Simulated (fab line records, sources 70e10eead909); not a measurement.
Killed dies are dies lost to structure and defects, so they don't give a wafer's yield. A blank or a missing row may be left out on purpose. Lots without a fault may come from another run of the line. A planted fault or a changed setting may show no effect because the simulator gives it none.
Chamber matching | flow nand_harc | NHARC_P_M0_DESCUM_14 on rie_diel-07: 4 sister chambers
The step chemistry O2, time 3 s. 30 wafers are shown with their chamber, then 12 later ones without.

WAFERS WITH THEIR CHAMBER
wafer  | chamber | showerhead_plenum_p_Torr (Torr) | drypump_motor_current_A (A) | oes_product_au (a.u.)
L076.2 | 0       | 1.84                            | 6.3                         | 0.994
L076.3 | 3       | 2.03                            | 5.6                         | 1.001
L076.6 | 1       | 2.01                            | 6.0                         | 1.005
L077.2 | 1       | 2.01                            | 5.9                         | 1.015
L077.5 | 3       | 2.03                            | 5.6                         | 1.007
L077.6 | 2       | 1.96                            | 6.1                         | 1.019
L078.1 | 0       | 1.84                            | 6.3                         | 0.995
L078.4 | 3       | 2.03                            | 5.6                         | 0.999
L078.6 | 2       | 1.96                            | 6.1                         | 1.000
L079.1 | 1       | 2.01                            | 5.9                         | 1.008
L079.3 | 3       | 2.03                            | 5.6                         | 1.002
L079.5 | 0       | 1.84                            | 6.3                         | 0.994
L080.1 | 1       | 2.01                            | 5.9                         | 1.010
L080.2 | 2       | 1.96                            | 6.1                         | 1.004
L080.3 | 3       | 2.03                            | 5.6                         | 0.996
L082.2 | 3       | 2.03                            | 5.6                         | 1.009
L082.4 | 2       | 1.96                            | 6.0                         | 1.008
L082.6 | 1       | 2.00                            | 5.9                         | 1.012
L083.2 | 0       | 1.84                            | 6.2                         | 0.993
L083.4 | 3       | 2.03                            | 5.6                         | 0.995
L083.5 | 2       | 1.96                            | 6.1                         | 1.018
L086.2 | 0       | 1.84                            | 6.3                         | 1.003
L086.4 | 2       | 1.95                            | 6.1                         | 1.002
L086.5 | 1       | 2.00                            | 5.9                         | 1.004
L087.1 | 0       | 1.84                            | 6.3                         | 0.994
L087.2 | 2       | 1.95                            | 6.1                         | 0.998
L087.3 | 3       | 2.03                            | 5.6                         | 1.000
L089.1 | 0       | 1.84                            | 6.3                         | 1.003
L089.2 | 3       | 2.03                            | 5.6                         | 0.993
L089.5 | 2       | 1.95                            | 6.1                         | 0.995

SIGNATURES (means of the wafers above)
reading                  | chamber 0 | chamber 1 | chamber 2 | chamber 3 | scatter within a chamber
showerhead_plenum_p_Torr | 1.8400    | 2.0067    | 1.9563    | 2.0300    | 0.00351
drypump_motor_current_A  | 6.286     | 5.917     | 6.087     | 5.600     | 0.0314
oes_product_au           | 0.99657   | 1.00900   | 1.00550   | 1.00022   | 0.00616
Rule: a wafer's distance from a chamber is the root of the sum, over the readings, of the square of ((its reading less the chamber's mean) divided by the reading's scatter). The wafer belongs to the nearest chamber; if the next one is less than 2 further off, it can't be placed. The scatter: the root of (the sum of the squares of (reading less its chamber's mean) over the shown wafers, divided by (wafers less chambers)).

WAFERS WITHOUT THEIR CHAMBER
wafer  | showerhead_plenum_p_Torr (Torr) | drypump_motor_current_A (A) | oes_product_au (a.u.)
L088.1 | 2.00                            | 5.9                         | 0.990
L088.2 | 1.84                            | 6.3                         | 0.991
L088.3 | 2.03                            | 5.6                         | 1.000
L090.2 | 2.03                            | 5.6                         | 0.991
L090.5 | 2.03                            | 5.6                         | 0.996
L090.6 | 1.84                            | 6.3                         | 1.009
L091.1 | 1.95                            | 6.1                         | 1.009
L091.3 | 2.00                            | 5.9                         | 1.020
L091.5 | 2.00                            | 5.9                         | 1.025
L093.2 | 1.95                            | 6.1                         | 1.001
L093.3 | 2.00                            | 5.9                         | 1.008
L093.5 | 2.00                            | 5.9                         | 1.016

WHICH CHAMBER EACH WENT THROUGH
wafer  | from the rows above | in truth
L088.1 | 1                   | 1
L088.2 | 0                   | 0
L088.3 | 3                   | 3
L090.2 | 3                   | 3
L090.5 | 3                   | 3
L090.6 | 0                   | 0
L091.1 | 2                   | 2
L091.3 | 1                   | 1
L091.5 | 1                   | 1
L093.2 | 2                   | 2
L093.3 | 1                   | 1
L093.5 | 1                   | 1
Placed correctly: 12 of 12. Can't be placed from these rows: 0. Placed wrongly: 0.
